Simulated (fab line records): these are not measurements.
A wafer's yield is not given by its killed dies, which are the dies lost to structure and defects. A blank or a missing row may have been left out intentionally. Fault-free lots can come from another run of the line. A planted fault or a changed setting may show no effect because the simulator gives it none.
fab line records    flow nandHarc    part 1 of 2: steps 1 to 26 of 37
record lots=5  wafers=15  lastDay=25
route steps=1159 shown A_STAIRCASE@673
lots untouched by any fault: they come from a run of this same line in which no faults occurred
startH: the number of hours between the record's first day and the start of the first shown wafer of the lot    waitH: hours since the lot's step before    " the same as in the row above    L1.1+2: a row that stands for several wafers    - no value present, or no start provided    * or withheld: withheld    < > ~ a bound
route shown NAME@n: names a module that has steps shown in the file, with the first one's number in the route    usual: mean/standard deviation of fault-free wafers    same: alike in all rows    chamber/n: place in a boat    sites: readings site by site    _std_site: how widely they spread, as a standard deviation    _edge_site: mean of outer sites minus mean of inner sites    radiusMm: how far each site lies from the wafer's centre    mask NAME#n: copy n    behind: tool/chamber where the wafer was last shaped    hold: why the lot went on hold/how many hours it stayed there/how the hold came to an end    device: the transistor (n, p or np) that didn't switch    end of line: tests of these same wafers at the route's end    where a step has no rows: the recipe by itself    killed: at the first sort, the dies lost to defects and structure; wafer yield is something else    map: per-die view of a wafer (x killed, . not killed, _ where there is no die)
set.NAME: the run value of the setting; set.NAME@STEP: its run value at that earlier step    model.NAME: the simulator's own value behind a step, which no gauge read
lots at selected steps of the route; one table per step, one row per wafer
services: a tool's chamber out of use, with start hour (startH, from the record's first day; less than 0 if before it), hours out, and reason
## steps
# step NHARC_A_STAIRCASE_SRD_298
lot.wafer   tool         chamber  startH  waitH
L080.6+5+3  wetBench-06  2,5,7    -       -
L087.2+6+1  wetBench-05  6,1,2    -       -
L092.4+2+3  wetBench-06  5,1,2    -       -
L093.2+4+6  wetBench-05  2,4,6    -       -
L095.3+6+4  wetBench-02  5,7,2    -       -
# step NHARC_A_STAIRCASE_HM_DEP_462
# recipe targetThkA=8000  tempC=400  material=aC
# usual throttleValvePct=35.000/0.009
lot.wafer  tool       chamber  startH  waitH  throttleValvePct
L080.3     aclDep-02  0        306.69  5.2    34.999
L080.5     "          0        "       "      34.997
L080.6     "          0        "       "      35.006
L087.1     aclDep-02  0        340.62  0.1    34.996
L087.2     "          0        "       "      35.004
L087.6     "          0        342.15  1.6    35.004
L092.2     aclDep-03  0        358.03  1.8    35.012
L092.3     "          0        "       "      35.019
L092.4     "          0        "       "      34.989
L093.2     aclDep-03  0        359.85  0.6    35.003
L093.4     "          0        "       "      34.983
L093.6     "          0        "       "      34.996
L095.3     aclDep-01  0        383.06  3.4    35.007
L095.4     "          0        "       "      34.995
L095.6     "          0        "       "      35.011
# step NHARC_A_STAIRCASE_DEP_301
# recipe targetThkA=300  targetThkNm=30  tempC=400  pressureTorr=3.5  flowSccm=200  rfW=350  material=SiON
# usual heaterPowerW=692/100
lot.wafer  tool      chamber  startH  waitH  heaterPowerW
L080.3     pecvd-04  0        308.01  1.0    698
L080.5     "         1        "       "      723
L080.6     "         2        "       "      707
L087.2     pecvd-04  2        342.47  1.2    730
L087.1     "         0        "       "      649
L087.6     "         0        "       "      637
L092.3     pecvd-01  2        359.57  0.9    762
L092.2     "         0        "       "      691
L092.4     "         2        "       "      753
L093.2     pecvd-01  2        361.49  1.3    744
L093.4     "         0        "       "      738
L093.6     "         2        "       "      728
L095.3     pecvd-02  1        384.32  1.0    604
L095.4     "         2        "       "      780
L095.6     "         0        "       "      678
# step NHARC_A_STAIRCASE_DEHYDRATE_302
# recipe tempC=150  timeS=120
lot.wafer   tool           chamber  startH  waitH
L080.3+5+6  lithoTrack-07  0        308.23  0.2
L087.1+2+6  lithoTrack-07  0        342.75  0.2
L092.2+3+4  lithoTrack-07  0        359.84  0.2
L093.2+4+6  lithoTrack-02  0        361.70  0.2
L095.3+4+6  lithoTrack-02  0        384.60  0.2
# step NHARC_A_STAIRCASE_HMDS_303
# recipe timeS=30
lot.wafer   tool           chamber  startH  waitH
L080.3+5+6  lithoTrack-07  0        -       -
L087.1+2+6  lithoTrack-07  0        -       -
L092.2+3+4  lithoTrack-07  0        -       -
L093.2+4+6  lithoTrack-02  0        -       -
L095.3+4+6  lithoTrack-02  0        -       -
# step NHARC_A_STAIRCASE_COAT_304
# recipe spinRpm=1200
lot.wafer   tool           chamber  startH  waitH
L080.3+5+6  lithoTrack-07  0        -       -
L087.1+2+6  lithoTrack-07  0        -       -
L092.2+3+4  lithoTrack-07  0        -       -
L093.2+4+6  lithoTrack-02  0        -       -
L095.3+4+6  lithoTrack-02  0        -       -
# step NHARC_A_STAIRCASE_SOFTBAKE_305
# recipe tempC=135  timeS=170
lot.wafer   tool           chamber  startH  waitH
L080.3+5+6  lithoTrack-07  0        -       -
L087.1+2+6  lithoTrack-07  0        -       -
L092.2+3+4  lithoTrack-07  0        -       -
L093.2+4+6  lithoTrack-02  0        -       -
L095.3+4+6  lithoTrack-02  0        -       -
# step NHARC_A_STAIRCASE_EBR_306
lot.wafer   tool           chamber  startH  waitH
L080.3+5+6  lithoTrack-07  0        -       -
L087.1+2+6  lithoTrack-07  0        -       -
L092.2+3+4  lithoTrack-07  0        -       -
L093.2+4+6  lithoTrack-02  0        -       -
L095.3+4+6  lithoTrack-02  0        -       -
# step NHARC_A_STAIRCASE_EXPOSE_307
# recipe na=0.5  doseMj=45.72  maskId=CHOP_50
lot.wafer   tool           chamber  startH  waitH  mask
L080.3+5+6  krfScanner-04  0        308.44  -      CHOP_50#0
L087.1+2+6  krfScanner-04  0        343.09  -      CHOP_50#0
L092.2+3+4  krfScanner-02  0        360.18  -      CHOP_50#0
L093.2+4+6  krfScanner-04  0        362.04  -      CHOP_50#0
L095.3+4+6  krfScanner-04  0        384.82  -      CHOP_50#0
# step NHARC_A_STAIRCASE_PEB_308
# recipe pebTempC=115  pebTimeS=130
lot.wafer   tool           chamber  startH  waitH
L080.3+5+6  lithoTrack-07  0        308.50  0.1
L087.1+2+6  lithoTrack-07  0        343.15  0.1
L092.2+3+4  lithoTrack-05  0        360.25  0.1
L093.2+4+6  lithoTrack-07  0        362.10  0.1
L095.3+4+6  lithoTrack-05  0        384.88  0.0
# step NHARC_A_STAIRCASE_DEVELOP_309
# recipe timeS=140
lot.wafer   tool           chamber  startH  waitH
L080.3+5+6  lithoTrack-07  0        -       -
L087.1+2+6  lithoTrack-07  0        -       -
L092.2+3+4  lithoTrack-05  0        -       -
L093.2+4+6  lithoTrack-07  0        -       -
L095.3+4+6  lithoTrack-05  0        -       -
# step NHARC_A_STAIRCASE_HARDBAKE_311
# recipe tempC=120  timeS=140
lot.wafer   tool           chamber  startH  waitH
L080.3+5+6  lithoTrack-07  0        308.73  -
L087.1+2+6  lithoTrack-05  0        343.38  -
L092.2+3+4  lithoTrack-02  0        360.47  -
L093.2+4+6  lithoTrack-05  0        362.32  -
L095.3+4+6  lithoTrack-05  0        385.11  -
# step NHARC_A_STAIRCASE_DESCUM_312
# recipe timeS=3  o2FlowSccm=200  arFlowSccm=0  biasPowerW=0  chemistry=O2
# usual drypumpMotorCurrentA=5.8/0.58  oesProductAu=1.000/0.01  rfVppV=57.8/0.86  showerheadPlenumPTorr=1.92/0.074  throttleValvePct=11.311/0.0088
lot.wafer  tool        chamber  startH  waitH  drypumpMotorCurrentA  oesProductAu  rfHoursCounterH  rfVppV  showerheadPlenumPTorr  throttleValvePct
L080.3     rieDiel-09  2        309.93  -      5.7                   1.002         18               57.3    1.95                   11.292
L080.6     "           1        "       "      5.7                   0.996         -                56.3    1.97                   11.317
L080.5     "           2        "       "      5.7                   1.007         -                57.9    1.95                   11.309
L087.2     rieDiel-09  3        343.47  -      4.8                   0.999         26               57.9    1.93                   11.302
L087.1     "           2        "       "      5.7                   1.010         33               59.4    1.94                   11.319
L087.6     "           0        "       "      5.7                   1.007         -                57.8    2.00                   11.285
L092.3     rieDiel-05  0        360.59  -      6.5                   0.997         4                57.5    1.82                   11.312
L092.2     "           1        "       "      5.2                   0.991         4                57.4    1.96                   11.321
L092.4     "           3        "       "      6.6                   0.985         4                58.7    1.81                   11.313
L093.4     rieDiel-05  3        362.42  -      6.7                   0.987         5                58.1    1.81                   11.313
L093.2     "           0        "       "      6.5                   0.995         5                56.3    1.82                   11.321
L093.6     "           2        "       "      5.3                   1.007         -                58.5    1.93                   11.305
L095.4     rieDiel-13  3        385.20  -      5.0                   1.001         40               57.2    1.99                   11.302
L095.3     "           0        "       "      6.1                   0.986         38               57.0    1.77                   11.309
L095.6     "           3        "       "      5.0                   1.015         -                57.5    1.99                   11.319
# step NHARC_A_STAIRCASE_ETCH_313
# recipe cf4FlowSccm=100  chf3FlowSccm=30  arFlowSccm=0  rfW=500  biasW=200  chemistry=CF4/CHF3
# usual drypumpMotorCurrentA=5.7/0.56  oesProductAu=0.934/0.02  rfVppV=370.8/2.1  showerheadPlenumPTorr=1.58/0.054  throttleValvePct=16.802/0.009
lot.wafer  tool        chamber  startH  waitH  drypumpMotorCurrentA  oesProductAu  rfHoursCounterH  rfVppV  showerheadPlenumPTorr  throttleValvePct
L080.3     rieDiel-09  2        310.13  0.2    5.7                   0.932         18               371.8   1.60                   16.801
L080.5     "           2        "       "      5.7                   0.924         -                370.9   1.60                   16.804
L080.6     "           1        "       "      5.7                   0.920         -                372.0   1.62                   16.807
L087.2     rieDiel-09  3        343.64  0.2    4.7                   0.912         26               371.4   1.59                   16.820
L087.1     "           1        "       "      5.7                   0.904         33               371.2   1.61                   16.809
L087.6     "           3        "       "      4.7                   0.904         -                370.5   1.59                   16.807
L092.3     rieDiel-05  3        360.91  0.3    6.6                   0.920         4                368.4   1.49                   16.788
L092.4     "           0        "       "      6.5                   0.926         4                368.3   1.50                   16.796
L092.2     "           1        "       "      5.2                   0.906         4                371.8   1.61                   16.810
L093.4     rieDiel-05  1        362.50  0.1    5.2                   0.977         5                372.0   1.61                   16.809
L093.2     "           0        "       "      6.5                   0.983         5                367.8   1.50                   16.818
L093.6     "           1        "       "      5.2                   0.977         -                370.9   1.61                   16.819
L095.4     rieDiel-13  3        385.30  0.1    5.0                   0.931         40               371.7   1.63                   16.805
L095.3     "           0        "       "      6.0                   0.913         38               366.0   1.46                   16.828
L095.6     "           2        "       "      5.9                   0.910         -                370.8   1.61                   16.803
# step NHARC_A_STAIRCASE_HM_OPEN_463
# recipe o2FlowSccm=400  cosFlowSccm=20  arFlowSccm=0  rfW=500  biasW=300  chemistry=O2/COS
# usual cosFlowSccm=20.00/0.055  drypumpMotorCurrentA=5.7/0.55  oesProductAu=1.001/0.011  rfVppV=467.6/2.6  showerheadPlenumPTorr=3.14/0.11  throttleValvePct=28.330/0.009
lot.wafer  tool        chamber  startH  waitH  cosFlowSccm  drypumpMotorCurrentA  oesProductAu  rfHoursCounterH  rfVppV  showerheadPlenumPTorr  throttleValvePct
L080.3     rieDiel-09  0        -       -      20.02        5.7                   1.011         17               469.5   3.26                   28.324
L080.6     "           0        "       "      20.05        5.7                   1.006         -                470.4   3.26                   28.331
L080.5     "           1        "       "      19.98        5.8                   0.987         -                470.5   3.21                   28.330
L087.1     rieDiel-09  0        -       -      20.06        5.6                   0.995         32               469.3   3.25                   28.353
L087.2     "           3        "       "      19.99        4.8                   0.990         26               467.2   3.15                   28.338
L087.6     "           0        "       "      19.93        5.6                   1.004         -                470.9   3.25                   28.306
L092.2     rieDiel-05  0        -       -      19.99        6.5                   1.000         4                463.7   2.97                   28.341
L092.3     "           2        "       "      19.96        5.3                   1.012         4                467.9   3.15                   28.321
L092.4     "           3        "       "      19.98        6.7                   1.002         4                463.9   2.96                   28.323
L093.4     rieDiel-05  2        -       -      20.02        5.3                   1.001         5                466.5   3.15                   28.329
L093.2     "           3        "       "      19.99        6.6                   0.999         5                462.5   2.96                   28.335
L093.6     "           1        "       "      19.97        5.2                   0.994         -                469.4   3.19                   28.332
L095.3     rieDiel-13  1        -       -      20.08        6.4                   0.995         36               467.5   3.13                   28.328
L095.4     "           2        "       "      20.03        6.0                   0.986         39               468.4   3.20                   28.328
L095.6     "           0        "       "      20.01        6.1                   0.992         -                462.5   2.90                   28.332
# step NHARC_A_STAIRCASE_STRIP_464
# recipe o2FlowSccm=400  cosFlowSccm=20  arFlowSccm=0  biasW=0  chemistry=O2/COS
lot.wafer   tool        chamber  startH  waitH
L080.3+5+6  rieDiel-09  1,0,1    -       -
L087.1+2+6  rieDiel-09  1,3,1    -       -
L092.2+4+3  rieDiel-05  1,3,0    -       -
L093.2+4+6  rieDiel-05  1,2,3    -       -
L095.4+3+6  rieDiel-13  1,2,0    -       -
# step NHARC_A_STAIRCASE_ETCH_453
# recipe targetDepthA=300  overetchA=30  timeS=16.5  ionEnergyEv=100  cf4FlowSccm=80  o2FlowSccm=20  arFlowSccm=0  rfW=300  biasW=100  chemistry=CF4/O2
# usual drypumpMotorCurrentA=5.8/0.58  oes_f_703_au=1.000/0.0046  oesProductAu=1.001/0.011  rfVppV=197.9/1.2  showerheadPlenumPTorr=1.34/0.049  throttleValvePct=13.398/0.0084
lot.wafer  tool        chamber  startH  waitH  drypumpMotorCurrentA  oes_f_703_au  oesProductAu  rfHoursCounterH  rfVppV  showerheadPlenumPTorr  throttleValvePct
L080.3     rieDiel-09  0        -       -      5.7                   1.001         1.009         18               200.4   1.39                   13.393
L080.5     "           2        "       "      5.7                   1.006         1.007         -                197.6   1.36                   13.383
L080.6     "           0        "       "      5.7                   0.998         1.002         -                200.6   1.40                   13.406
L087.1     rieDiel-09  3        -       -      4.8                   1.001         0.981         26               197.7   1.35                   13.396
L087.2     "           0        "       "      5.7                   1.000         1.004         32               199.9   1.39                   13.381
L087.6     "           3        "       "      4.7                   1.008         0.983         -                197.6   1.35                   13.393
L092.4     rieDiel-05  1        -       -      5.2                   1.000         0.990         5                198.7   1.36                   13.400
L092.2     "           2        "       "      5.3                   0.998         0.996         5                199.1   1.35                   13.391
L092.3     "           3        "       "      6.7                   0.996         0.988         4                196.8   1.26                   13.407
L093.2     rieDiel-05  2        -       -      5.3                   0.997         1.018         5                197.4   1.35                   13.410
L093.4     "           0        "       "      6.5                   0.999         0.996         5                197.7   1.27                   13.388
L093.6     "           2        "       "      5.3                   0.994         1.012         -                197.0   1.35                   13.392
L095.3     rieDiel-13  1        -       -      6.4                   1.003         0.997         36               198.7   1.34                   13.404
L095.4     "           0        "       "      6.1                   0.993         0.987         38               195.7   1.24                   13.404
L095.6     "           1        "       "      6.4                   0.994         1.005         -                197.8   1.34                   13.404
# step NHARC_A_STAIRCASE_ETCH_315
# recipe targetDepthA=25000  timeS=607.1  ionEnergyEv=800  c4f8FlowSccm=80  o2FlowSccm=60  arFlowSccm=withheld  rfW=600  biasW=3000  chemistry=C4F8/O2/Ar
# usual oesProductAu=0.930/0.011  rfVppV=1828/9.3
lot.wafer  tool        chamber  startH  waitH  oesProductAu  rfHoursCounterH  rfVppV
L080.3     rieDiel-09  1        -       -      0.923         18               1834
L080.5     "           1        "       "      0.913         -                1835
L080.6     "           2        "       "      0.937         -                1831
L087.1     rieDiel-09  2        -       -      0.928         34               1831
L087.2     "           3        "       "      0.913         26               1830
L087.6     "           2        "       "      0.933         -                1832
L092.4     rieDiel-05  3        -       -      0.918         5                1813
L092.3     "           1        "       "      0.911         5                1834
L092.2     "           2        "       "      0.941         5                1828
L093.4     rieDiel-05  1        -       -      0.939         5                1832
L093.2     "           2        "       "      0.955         5                1829
L093.6     "           3        "       "      0.931         -                1812
L095.4     rieDiel-13  3        -       -      0.934         41               1837
L095.3     "           0        "       "      0.908         38               1808
L095.6     "           0        "       "      0.910         -                1808
# step NHARC_A_STAIRCASE_STRIP_316
# recipe o2FlowSccm=500  arFlowSccm=0  biasW=0  chemistry=O2
# usual drypumpMotorCurrentA=5.7/0.57  oesProductAu=1.000/0.011  rfVppV=58.0/0.87  showerheadPlenumPTorr=3.54/0.13  throttleValvePct=17.037/0.0084
lot.wafer  tool        chamber  startH  waitH  drypumpMotorCurrentA  oesProductAu  rfHoursCounterH  rfVppV  showerheadPlenumPTorr  throttleValvePct
L080.3     rieDiel-09  1        -       -      5.7                   1.002         19               58.4    3.63                   17.053
L080.5     "           0        "       "      5.7                   1.004         -                59.7    3.68                   17.031
L080.6     "           2        "       "      5.7                   1.005         -                58.6    3.58                   17.033
L087.2     rieDiel-09  1        -       -      5.8                   0.985         34               56.9    3.62                   17.039
L087.1     "           2        "       "      5.8                   1.005         35               57.5    3.58                   17.036
L087.6     "           3        "       "      4.7                   0.993         -                58.1    3.56                   17.030
L092.2     rieDiel-05  1        -       -      5.3                   1.003         5                57.9    3.60                   17.032
L092.4     "           2        "       "      5.3                   1.019         5                57.3    3.55                   17.035
L092.3     "           3        "       "      6.7                   0.997         5                57.0    3.35                   17.035
L093.2     rieDiel-05  2        -       -      5.3                   1.003         5                56.5    3.56                   17.038
L093.4     "           0        "       "      6.5                   0.998         5                58.5    3.36                   17.019
L093.6     "           2        "       "      5.3                   1.022         -                57.8    3.56                   17.049
L095.3     rieDiel-13  0        -       -      6.1                   0.997         38               56.8    3.28                   17.042
L095.4     "           1        "       "      6.4                   1.004         37               57.1    3.53                   17.030
L095.6     "           0        "       "      6.1                   0.992         -                57.3    3.28                   17.027
# step NHARC_A_STAIRCASE_STRIP_317
# recipe timeS=900  tempC=130  chemistry=SPM
lot.wafer   tool         chamber  startH  waitH
L080.5+6+3  wetBench-02  7,1,2    312.84  -
L087.2+1+6  wetBench-02  1,2,4    345.12  -
L092.2+3+4  wetBench-05  5,6,7    362.37  -
L093.4+2+6  wetBench-06  2,6,7    363.75  -
L095.4+6+3  wetBench-05  2,4,5    386.75  -
# step NHARC_A_STAIRCASE_PRECLEAN_318
# recipe timeS=*  tempC=50  bathAgeMin=0  chemistry=SC1
lot.wafer   tool         chamber  startH  waitH
L080.5+6+3  wetBench-02  7,1,2    -       -
L087.2+1+6  wetBench-02  1,2,4    -       -
L092.2+3+4  wetBench-05  5,6,7    -       -
L093.4+2+6  wetBench-06  2,6,7    -       -
L095.4+6+3  wetBench-05  2,4,5    -       -
# step NHARC_A_STAIRCASE_SRD_329
lot.wafer   tool         chamber  startH  waitH
L080.5+6+3  wetBench-02  7,1,2    -       -
L087.2+1+6  wetBench-02  1,2,4    -       -
L092.2+3+4  wetBench-05  5,6,7    -       -
L093.4+2+6  wetBench-06  2,6,7    -       -
L095.4+6+3  wetBench-05  2,4,5    -       -
# step NHARC_A_STAIRCASE_ALD_415
# recipe targetThkA=300  pulseTimeS=6  aldCycles=300  tempC=300  material=SiO2
# usual heaterPowerW=468/75  precursorPulseHeightRel=1.000/0.022
# same pulseTimeS=6
lot.wafer  tool      chamber  startH  waitH  heaterPowerW  precursorPulseHeightRel
L080.3     aldHk-02  3        314.62  1.3    334           1.008
L080.5     "         1        "       "      418           0.987
L080.6     "         2        "       "      514           0.994
L087.1     aldHk-03  0        345.88  0.3    291           0.983
L087.2     "         2        "       "      561           0.998
L087.6     "         0        "       "      294           1.005
L092.2     aldHk-04  2        362.86  0.1    564           1.013
L092.3     "         3        "       "      525           1.032
L092.4     "         1        "       "      499           1.006
L093.4     aldHk-02  3        364.29  0.1    339           0.913
L093.2     "         2        "       "      506           0.983
L093.6     "         3        "       "      339           1.006
L095.3     aldHk-02  2        387.49  0.3    512           0.978
L095.4     "         0        "       "      450           1.032
L095.6     "         2        "       "      501           1.025
# step NHARC_A_STAIRCASE_ETCHBACK_416
# recipe targetDepthA=360  timeS=7.2  c4f8FlowSccm=withheld  o2FlowSccm=8  arFlowSccm=withheld  rfW=600  biasW=800  chemistry=C4F8/O2/Ar
# usual oesProductAu=0.936/0.027  rfVppV=723/4
lot.wafer  tool        chamber  startH  waitH  oesProductAu  rfHoursCounterH  rfVppV
L080.3     rieDiel-05  1        -       -      0.928         56               725
L080.6     "           1        "       "      0.929         -                726
L080.5     "           2        "       "      0.942         -                724
L087.1     rieDiel-09  0        -       -      0.935         33               727
L087.2     "           2        "       "      0.933         35               725
L087.6     "           3        "       "      0.923         -                724
L092.2     rieDiel-05  2        -       -      0.934         6                723
L092.3     "           3        "       "      0.919         6                718
L092.4     "           1        "       "      0.918         6                726
L093.4     rieDiel-05  0        -       -      0.917         6                717
L093.2     "           2        "       "      0.924         6                725
L093.6     "           1        "       "      0.912         -                724
L095.4     rieDiel-13  0        -       -      0.921         40               715
L095.3     "           1        "       "      0.925         39               723
L095.6     "           3        "       "      0.939         -                725
# step NHARC_A_STAIRCASE_STRIP_476
# recipe timeS=20  o2FlowSccm=500  arFlowSccm=0  biasW=0  chemistry=O2
# usual drypumpMotorCurrentA=5.8/0.6  oesProductAu=0.999/0.011  rfVppV=57.7/0.85  showerheadPlenumPTorr=3.52/0.13  throttleValvePct=17.036/0.0089
lot.wafer  tool        chamber  startH  waitH  drypumpMotorCurrentA  oesProductAu  rfHoursCounterH  rfVppV  showerheadPlenumPTorr  throttleValvePct
L080.3     rieDiel-05  1        316.34  0.1    5.2                   0.990         56               58.0    3.61                   17.044
L080.6     "           1        "       "      5.2                   0.997         -                58.9    3.61                   17.051
L080.5     "           2        "       "      5.3                   1.022         -                58.2    3.56                   17.042
L087.2     rieDiel-09  0        347.82  0.1    5.6                   1.014         33               59.6    3.67                   17.035
L087.1     "           2        "       "      5.8                   1.014         35               58.0    3.58                   17.047
L087.6     "           1        "       "      5.8                   0.995         -                57.9    3.62                   17.040
L092.2     rieDiel-05  2        365.02  0.1    5.3                   1.010         6                57.3    3.55                   17.030
L092.4     "           0        "       "      6.6                   0.992         6                56.0    3.36                   17.024
L092.3     "           1        "       "      5.2                   0.994         6                57.3    3.60                   17.044
L093.4     rieDiel-05  1        366.50  0.1    5.2                   0.984         6                56.6    3.60                   17.033
L093.2     "           0        "       "      6.5                   0.992         6                59.1    3.36                   17.042
L093.6     "           1        "       "      5.2                   0.988         -                57.0    3.60                   17.037
L095.3     rieDiel-13  3        389.43  0.1    5.0                   1.019         43               59.3    3.65                   17.032
L095.4     "           0        "       "      6.1                   1.006         40               57.8    3.28                   17.031
L095.6     "           3        "       "      5.0                   1.021         -                60.1    3.65                   17.048
# step NHARC_A_STAIRCASE_DEP_417
# recipe targetThkA=600  stepCoveragePct=20  tempC=400  targetThkNm=60  flowSccm=200  rfW=450  material=Si3N4
# usual heaterPowerW=654/94
lot.wafer  tool      chamber  startH  waitH  heaterPowerW
L080.3     pecvd-04  1        316.48  -      850
L080.5     "         0        "       "      597
L080.6     "         2        "       "      624
L087.1     pecvd-02  0        347.91  -      594
L087.2     "         2        "       "      708
L087.6     "         1        "       "      525
L092.2     pecvd-04  0        365.24  -      566
L092.3     "         2        "       "      665
L092.4     "         2        "       "      682
L093.2     pecvd-01  2        366.68  -      788
L093.4     "         0        "       "      807
L093.6     "         2        "       "      822
L095.3     pecvd-02  0        389.53  -      592
L095.4     "         0        "       "      602
L095.6     "         1        "       "      540
